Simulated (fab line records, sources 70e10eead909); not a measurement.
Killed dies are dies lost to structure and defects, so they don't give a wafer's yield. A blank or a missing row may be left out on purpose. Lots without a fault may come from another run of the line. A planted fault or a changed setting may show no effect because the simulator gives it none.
fab line records | flow nand_harc
record lots=11 wafers=33 last_day=33
route steps=1302 shown A_STAIRCASE@652 END@1302
lots that met no fault: from a run of the same line without faults
start_h: hours from the record's first day to the start of the lot's first wafer shown | wait_h: hours since the lot's step before | " the same as in the row above | L1.1+2: a row that stands for several wafers | - no value, or no start given | * or withheld: withheld | < > ~ a bound
route shown NAME@n: a module of which the file shows steps, and the number in the route of the first | usual: mean/standard deviation of fault-free wafers | same: alike in all rows | chamber/n: place in a boat | sites: the reading at each site | _std_site: their standard deviation | _edge_site: outer sites' mean less inner sites' | radius_mm: how far each site lies from the wafer's centre | mask NAME#n: copy n | behind: the tool/chamber that last shaped the wafer | hold: why the lot was held/for how many hours/how that ended | device: the transistor (n, p or np) that didn't switch | end of line: the same wafers' tests at the end of the route | a step without rows: its recipe alone | killed: dies lost to structure and defects at the first sort, not the wafer's yield | map: a wafer's dies, x killed, . not, _ none there
set.NAME: the setting as run; set.NAME@STEP: as run at that earlier step | model.NAME: the simulator's own value behind a step, which no gauge read
steps of the route over a sample of lots; a table a step, a row a wafer
services: from which hour (start_h, from the record's first day; less than 0 if before it) a tool's chamber was out of use, for how many hours, and why
## steps
# step NHARC_A_STAIRCASE_ETCH_170
# recipe target_depth_a=2000 time_s=66.667 ion_energy_ev=250 c4f6_flow_sccm=25 o2_flow_sccm=20 ar_flow_sccm=500 rf_w=600 bias_w=500 chemistry=C4F6/O2
# usual drypump_motor_current_A=5.6/0.3 o2_flow_sccm=19.99/0.067 oes_product_au=0.977/0.01 rf_fwd_power_W=595.0/2.3 rf_vpp_V=547/3.4 showerhead_plenum_p_Torr=3.93/0.17 throttle_valve_pct=26.904/0.0086
# columns lot.wafer tool chamber start_h wait_h drypump_motor_current_A o2_flow_sccm oes_product_au rf_fwd_power_W rf_hours_counter_h rf_vpp_V showerhead_plenum_p_Torr throttle_valve_pct
L923.1 rie_diel-02 0 - - 5.2 19.90 0.989 595.2 42 544 3.78 26.908
L923.6 " 3 " " 5.1 20.07 0.985 596.5 - 541 3.64 26.910
L923.5 " 0 " " 5.3 19.96 0.985 594.7 - 545 3.78 26.897
L929.2 rie_diel-06 2 - - 5.8 19.96 0.981 598.0 33 551 4.14 26.903
L929.1 " 3 " " 5.9 20.05 0.958 594.1 31 548 4.00 26.903
L929.6 " 1 " " 5.3 20.13 0.991 596.4 - 543 3.71 26.893
L937.1 rie_diel-02 2 - - 5.7 20.08 0.978 595.8 29 549 3.97 26.902
L937.5 " 1 " " 5.7 20.00 0.982 596.2 - 542 3.72 26.906
L937.6 " 2 " " 5.7 20.03 0.984 593.0 - 548 3.97 26.900
L938.4 rie_diel-02 2 - - 5.7 19.98 0.977 596.4 30 548 3.97 26.911
L938.3 " 0 " " 5.3 20.07 0.976 597.0 26 543 3.75 26.900
L938.5 " 1 " " 5.7 20.00 0.978 593.2 - 542 3.72 26.901
L936.2 rie_diel-06 0 - - 6.2 19.85 0.973 597.1 2 545 3.91 26.900
L936.4 " 1 " " 5.3 19.89 0.966 598.8 4 543 3.70 26.898
L936.5 " 3 " " 5.8 20.09 0.980 594.3 - 549 3.98 26.907
L941.1 rie_diel-09 2 - - 5.7 20.05 0.976 593.5 7 546 3.85 26.908
L941.2 " 3 " " 5.2 20.02 0.969 591.8 8 546 3.90 26.915
L941.4 " 1 " " 5.7 20.05 0.956 598.3 5 551 4.12 26.918
L940.3 rie_diel-06 3 - - 5.8 20.00 0.968 592.3 12 547 3.98 26.908
L940.1 " 0 " " 6.2 19.95 0.958 602.5 11 547 3.90 26.894
L940.4 " 1 " " 5.3 19.98 0.951 600.2 - 543 3.69 26.904
L942.3 rie_diel-06 1 - - 5.3 20.12 0.978 598.6 20 541 3.69 26.898
L942.4 " 2 " " 5.8 20.02 0.982 595.5 19 551 4.11 26.917
L942.2 " 0 " " 6.2 20.03 0.956 600.1 13 547 3.90 26.896
L944.4 rie_diel-09 0 - - 5.8 19.97 0.976 592.9 15 550 4.04 26.907
L944.1 " 2 " " 5.8 19.86 0.983 598.0 11 544 3.85 26.892
L944.3 " 3 " " 5.2 20.12 0.980 592.5 18 545 3.89 26.913
L945.4 rie_diel-02 2 - - 5.7 19.94 0.966 595.0 51 547 3.96 26.905
L945.6 " 3 " " 5.1 19.84 0.994 593.8 - 552 4.20 26.900
L945.5 " 0 " " 5.3 20.06 0.977 594.9 - 544 3.74 26.913
L946.1 rie_diel-02 1 - - 5.7 19.97 0.986 595.8 0 542 3.70 26.921
L946.4 " 2 " " 5.7 19.99 0.996 592.9 0 547 3.95 26.912
L946.6 " 1 " " 5.7 19.98 0.984 594.7 - 543 3.70 26.891
# step NHARC_A_STAIRCASE_ETCH_13
# recipe target_depth_a=1000 time_s=40.5 ion_energy_ev=400 c4f8_flow_sccm=20 o2_flow_sccm=10 ar_flow_sccm=withheld rf_w=600 bias_w=1000 chemistry=C4F8/O2
# usual oes_product_au=0.943/0.012 rf_fwd_power_W=592.7/2.6 rf_vpp_V=897/5.7
# columns lot.wafer tool chamber start_h wait_h oes_product_au rf_fwd_power_W rf_hours_counter_h rf_vpp_V
L923.1 rie_diel-02 2 - - 0.925 596.5 44 900
L923.5 " 1 " " 0.936 594.0 - 891
L923.6 " 2 " " 0.943 596.9 - 898
L929.1 rie_diel-06 1 - - 0.946 595.7 31 889
L929.2 " 2 " " 0.927 595.5 34 903
L929.6 " 2 " " 0.922 599.0 - 904
L937.1 rie_diel-02 0 - - 0.948 596.4 25 891
L937.5 " 0 " " 0.946 594.8 - 892
L937.6 " 1 " " 0.963 594.1 - 891
L938.3 rie_diel-02 0 - - 0.937 593.4 27 890
L938.4 " 1 " " 0.932 594.2 29 889
L938.5 " 3 " " 0.928 590.4 - 904
L936.2 rie_diel-06 2 - - 0.926 592.2 5 901
L936.4 " 3 " " 0.944 589.0 3 899
L936.5 " 2 " " 0.931 593.1 - 902
L941.4 rie_diel-06 3 - - 0.973 590.5 12 898
L941.1 " 1 " " 0.943 594.4 15 887
L941.2 " 2 " " 0.947 596.9 14 901
L940.1 rie_diel-09 0 - - 0.941 589.7 6 899
L940.3 " 3 " " 0.947 592.9 9 894
L940.4 " 3 " " 0.938 593.3 - 895
L942.3 rie_diel-09 1 - - 0.937 589.2 9 903
L942.2 " 0 " " 0.948 592.5 10 900
L942.4 " 0 " " 0.949 592.2 - 900
L944.4 rie_diel-02 0 - - 0.954 593.0 48 890
L944.1 " 2 " " 0.958 593.0 50 897
L944.3 " 3 " " 0.952 586.6 46 906
L945.4 rie_diel-09 0 - - 0.946 589.8 16 898
L945.5 " 0 " " 0.943 589.9 - 900
L945.6 " 1 " " 0.935 594.0 - 903
L946.4 rie_diel-06 1 - - 0.952 595.1 37 886
L946.1 " 0 " " 0.948 598.7 31 896
L946.6 " 1 " " 0.953 594.9 - 889
# step NHARC_A_STAIRCASE_TRIM_16
# recipe time_s=211.2 o2_flow_sccm=500 ar_flow_sccm=0 bias_w=0 chemistry=O2
# usual drypump_motor_current_A=5.6/0.32 o2_flow_sccm=500.0/1.4 oes_product_au=1.000/0.007 rf_vpp_V=57.8/0.88 showerhead_plenum_p_Torr=3.53/0.15 throttle_valve_pct=17.037/0.0088
# columns lot.wafer tool chamber start_h wait_h drypump_motor_current_A o2_flow_sccm oes_product_au rf_hours_counter_h rf_vpp_V showerhead_plenum_p_Torr throttle_valve_pct
L923.1 rie_diel-02 2 357.29 - 5.7 500.6 1.002 44 57.8 3.59 17.031
L923.6 " 3 " " 5.1 499.8 1.001 - 56.3 3.26 17.031
L923.5 " 0 " " 5.3 500.6 0.995 - 57.9 3.39 17.036
L929.2 rie_diel-06 3 398.89 - 5.8 501.0 1.009 33 59.2 3.60 17.046
L929.1 " 0 " " 6.2 500.3 0.998 30 58.0 3.53 17.041
L929.6 " 0 " " 6.2 500.4 1.017 - 58.1 3.53 17.045
L937.1 rie_diel-02 2 494.35 - 5.7 498.0 1.213 29 56.4 3.57 17.053
L937.6 " 3 " " 5.1 499.2 1.001 - 59.1 3.79 17.035
L937.5 " 0 " " 5.3 501.0 1.196 - 57.8 3.37 17.036
L938.4 rie_diel-02 3 498.46 - 5.1 500.5 0.995 27 57.1 3.79 17.022
L938.3 " 2 " " 5.7 501.5 1.009 31 56.3 3.57 17.054
L938.5 " 3 " " 5.1 499.0 1.193 - 58.0 3.79 17.042
L936.2 rie_diel-06 0 502.21 - 6.2 498.4 0.994 3 58.7 3.51 17.028
L936.4 " 2 " " 5.8 496.7 0.998 6 58.2 3.71 17.034
L936.5 " 1 " " 5.3 500.1 0.997 - 57.3 3.32 17.026
L941.4 rie_diel-06 0 529.83 - 6.2 498.4 0.994 11 57.1 3.51 17.028
L941.1 " 1 " " 5.3 498.2 0.992 15 56.3 3.31 17.025
L941.2 " 2 " " 5.8 498.6 1.000 14 58.8 3.71 17.047
L940.1 rie_diel-09 1 530.19 - 5.7 499.3 0.994 6 57.5 3.71 17.047
L940.3 " 3 " " 5.2 500.8 0.997 9 57.8 3.51 17.035
L940.4 " 0 " " 5.8 500.0 0.993 - 57.4 3.64 17.050
L942.2 rie_diel-09 3 537.80 - 5.2 500.0 1.018 13 57.9 3.50 17.048
L942.3 " 0 " " 5.8 499.4 1.007 10 56.7 3.64 17.042
L942.4 " 0 " " 5.8 499.2 1.007 - 57.4 3.64 17.042
L944.3 rie_diel-02 0 563.87 - 5.2 500.8 0.998 49 57.9 3.36 17.029
L944.4 " 2 " " 5.7 496.9 1.011 51 57.5 3.56 17.032
L944.1 " 3 " " 5.1 495.9 0.999 46 58.6 3.78 17.021
L945.4 rie_diel-09 3 566.75 - 5.2 499.5 1.002 19 56.0 3.50 17.046
L945.5 " 3 " " 5.2 497.0 1.000 - 55.6 3.50 17.039
L945.6 " 0 " " 5.8 501.0 0.991 - 57.6 3.63 17.040
L946.1 rie_diel-06 2 584.04 - 5.8 502.9 1.006 33 58.1 3.69 17.047
L946.4 " 3 " " 5.8 501.6 1.012 29 57.3 3.57 17.039
L946.6 " 2 " " 5.8 499.7 1.000 - 59.9 3.69 17.028
# step NHARC_A_STAIRCASE_ETCH_25
# recipe target_depth_a=1000 time_s=40.5 ion_energy_ev=400 c4f8_flow_sccm=20 o2_flow_sccm=10 ar_flow_sccm=withheld rf_w=600 bias_w=1000 chemistry=C4F8/O2
# usual oes_product_au=0.944/0.01 rf_fwd_power_W=592.6/2.6 rf_vpp_V=895/5.7
# columns lot.wafer tool chamber start_h wait_h oes_product_au rf_fwd_power_W rf_hours_counter_h rf_vpp_V
L923.1 rie_diel-02 2 - - 0.935 593.2 45 898
L923.5 " 0 " " 0.935 588.8 - 889
L923.6 " 1 " " 0.937 592.5 - 890
L929.2 rie_diel-06 2 - - 0.960 597.7 35 903
L929.1 " 3 " " 0.953 588.2 33 898
L929.6 " 2 " " 0.964 596.3 - 903
L937.1 rie_diel-02 3 - - 0.956 590.7 26 905
L937.5 " 0 " " 0.939 591.1 - 890
L937.6 " 1 " " 0.933 593.3 - 888
L938.3 rie_diel-02 0 - - 0.924 593.1 28 889
L938.4 " 2 " " 0.949 592.5 31 898
L938.5 " 1 " " 0.945 593.1 - 890
L936.4 rie_diel-02 0 - - 0.931 592.7 29 892
L936.2 " 2 " " 0.945 593.4 33 897
L936.5 " 3 " " 0.930 589.1 - 906
L940.3 rie_diel-09 3 - - 0.938 592.5 10 894
L940.1 " 0 " " 0.956 590.6 7 899
L940.4 " 0 " " 0.941 591.4 - 900
L941.4 rie_diel-02 1 - - 0.950 591.6 41 887
L941.1 " 3 " " 0.950 593.7 38 904
L941.2 " 0 " " 0.958 595.3 38 890
L942.3 rie_diel-02 3 - - 0.940 590.5 39 905
L942.4 " 1 " " 0.951 593.2 43 890
L942.2 " 2 " " 0.950 596.3 43 898
L944.3 rie_diel-09 0 - - 0.947 589.8 16 899
L944.1 " 1 " " 0.962 595.6 15 902
L944.4 " 2 " " 0.948 590.9 12 893
L945.4 rie_diel-02 1 - - 0.937 592.9 57 889
L945.6 " 1 " " 0.938 594.4 - 889
L945.5 " 2 " " 0.932 592.8 - 897
L946.1 rie_diel-09 1 - - 0.948 592.1 26 902
L946.4 " 2 " " 0.954 590.3 20 893
L946.6 " 2 " " 0.960 589.9 - 894
# step NHARC_END_SORT_01
# recipe temp_c=25
# usual killed_at_array=54/16 killed_at_other=0.6/0.86 killed_at_periphery=3.8/2.6 killed_dies=58/16 killed_open=3.3/1.8 killed_short=2.7/1.7
# same gross_dies=677
# columns lot.wafer tool chamber start_h wait_h killed_at_array killed_at_other killed_at_periphery killed_dies killed_open killed_short
L937.1 prober-02 0 700.80 2.5 666 0 4 670 2 3
L937.5 prober-02 0 704.00 3.7 665 0 11 676 6 8
L937.6 prober-02 0 704.80 4.0 42 0 3 45 2 2
L938.3 prober-01 0 702.37 3.1 35 1 2 38 2 2
L938.4 prober-01 0 703.16 3.4 30 0 4 34 4 2
L938.5 prober-01 0 703.96 3.7 668 1 5 674 4 2
L936.2 prober-02 0 709.45 2.8 54 0 4 58 4 5
L936.4 prober-02 0 711.03 3.4 52 0 1 53 2 3
L936.5 prober-02 0 711.82 3.7 53 0 3 56 6 4
# killed by level:class
L937.1 A_STAIRCASE:area_trim=630 A_SLIT:chamber_film_flake=18 A_CHANNEL_HOLE_D1:chamber_film_flake=4 A_CONTACT:chamber_film_flake=4 A_STAIRCASE:chamber_film_flake=3 P_ZERO_WELL:chamber_film_flake=2 P_GATE:chamber_film_flake=2 A_CHANNEL_FILL_D1:chamber_film_flake=2
L938.3 A_CHANNEL_HOLE_D2:chamber_film_flake=13 A_CHANNEL_HOLE_D1:chamber_film_flake=7 A_SLIT:chamber_film_flake=5 A_CHANNEL_FILL_D2:geometric_particle:open=2 P_M1:chamber_film_flake=2 A_CONTACT:chamber_film_flake=2 A_ONON_D1:geometric_particle:short=1 A_CHANNEL_FILL_D1:geometric_particle:short=1
L938.4 A_CHANNEL_HOLE_D2:chamber_film_flake=12 A_CHANNEL_HOLE_D1:chamber_film_flake=6 A_SLIT:chamber_film_flake=5 A_SOURCE_PLATE:geometric_particle:open=2 P_STI:chamber_film_flake=2 A_DECK1_JOINT:geometric_particle:open=1 A_ONON_D2:geometric_particle:short=1 A_BLC:geometric_particle:open=1
L938.5 A_STAIRCASE:area_trim=625 A_CHANNEL_HOLE_D2:chamber_film_flake=14 A_CHANNEL_HOLE_D1:chamber_film_flake=10 A_CONTACT:chamber_film_flake=5 P_STI:chamber_film_flake=3 A_SLIT:chamber_film_flake=3 A_M1:chamber_film_flake=3 A_ZERO_WELL:chamber_film_flake=2
L937.5 A_STAIRCASE:area_trim=619 A_SLIT:chamber_film_flake=19 P_GATE:chamber_film_flake=7 A_CHANNEL_HOLE_D1:chamber_film_flake=3 A_CHANNEL_FILL_D1:chamber_film_flake=3 A_DECK1_JOINT:chamber_film_flake=3 A_STAIRCASE:chamber_film_flake=3 A_CONTACT:chamber_film_flake=3
L937.6 A_SLIT:chamber_film_flake=20 A_CONTACT:chamber_film_flake=5 A_STAIRCASE:chamber_film_flake=3 P_GATE:chamber_film_flake=3 A_DECK1_JOINT:chamber_film_flake=3 A_CHANNEL_FILL_D1:chamber_film_flake=2 A_CHANNEL_HOLE_D1:chamber_film_flake=2 A_ONON_D1:geometric_particle:open=1
L936.2 A_CHANNEL_HOLE_D1:chamber_film_flake=35 P_GATE:chamber_film_flake=3 A_M1:chamber_film_flake=3 A_ONON_D1:geometric_particle:short=2 A_WL_FILL:geometric_particle:short=2 A_CONTACT:chamber_film_flake=2 P_CONTACT:geometric_particle:open=1 A_CHANNEL_HOLE_D1:geometric_particle:short=1
L936.4 A_CHANNEL_HOLE_D1:chamber_film_flake=29 A_STAIRCASE:chamber_film_flake=7 A_CHANNEL_FILL_D1:chamber_film_flake=4 A_CONTACT:chamber_film_flake=4 A_WL_FILL:geometric_particle:short=2 A_SLIT:chamber_film_flake=2 P_M1:geometric_particle:open=1 A_ONON_D1:geometric_particle:short=1
L936.5 A_CHANNEL_HOLE_D1:chamber_film_flake=34 A_STAIRCASE:chamber_film_flake=4 A_DECK1_JOINT:geometric_particle:open=2 A_WL_FILL:geometric_particle:short=2 A_WL_FILL:geometric_particle:open=2 P_ZERO_WELL:chamber_film_flake=2 A_SLIT:chamber_film_flake=2 P_CONTACT:geometric_particle:open=1
## services
# columns tool chamber start_h hours kind
rie_diel-02 0 349.04 - clean
rie_diel-02 1 349.04 - clean
rie_diel-02 2 349.04 - clean
rie_diel-02 3 349.04 - clean
rie_diel-02 3 365.74 8.2 repair
rie_diel-02 0 373.60 - clean
rie_diel-02 1 373.60 - clean
rie_diel-02 2 373.60 - clean
rie_diel-02 - 394.62 9.0 pm
rie_diel-02 0 394.62 9.0 vent_cycle
rie_diel-02 1 394.62 12.4 vent_cycle
rie_diel-02 2 394.62 9.0 vent_cycle
rie_diel-02 3 394.62 9.0 vent_cycle
rie_diel-02 0 403.62 - clean
rie_diel-02 0 403.62 - consumable_replace:focus_ring
rie_diel-02 2 403.62 - clean
rie_diel-02 3 403.62 - clean
rie_diel-02 3 403.62 - consumable_replace:showerhead
rie_diel-02 0 428.34 - clean
rie_diel-06 - 485.31 9.0 pm
rie_diel-09 - 497.99 9.0 pm
rie_diel-06 - 505.38 0.5 repair
rie_diel-09 2 528.34 13.0 repair
rie_diel-02 - 571.62 9.0 pm
## key
first_sign step=NHARC_A_STAIRCASE_TRIM_16 reading=oes_product_au direction=up sigmas=29 usual=1.000 struck=1.201
effect step=NHARC_END_SORT_01 reading=killed_at_array direction=up sigmas=38 usual=54 struck=666
more_kills_born_at NHARC_A_STAIRCASE_TRIM_16@rie_diel-02=1874
met_at NHARC_A_STAIRCASE_TRIM_16
struck_lots L937,L938
struck_wafers L937.1,L937.5,L938.5
later_rows_left_out L937.1,L937.5,L938.5
tester_left_out L937,L938
not_acting_at NHARC_A_STAIRCASE_ETCH_170,NHARC_A_STAIRCASE_ETCH_13,NHARC_A_STAIRCASE_ETCH_25
onset_between 357.29 494.35
fault kind=process_parameter_drift tool=rie_diel-02 chamber=- onset_h=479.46 steps=NHARC_A_STAIRCASE_TRIM_16 channel=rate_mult offset=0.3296 shape=step end_h=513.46 scope=struck_wafers_only
# tester_left_out: of these lots the tester's yield and bins aren't shown, on N5 and GAA mostly nor the transistor test; their killed dies are dies lost to structure and defects alone, not to doping, threshold or leakage, so they don't give the yield
# later_rows_left_out: the simulator's readings of these wafers behind a module that went badly wrong aren't trusted and aren't shown, but for the sort
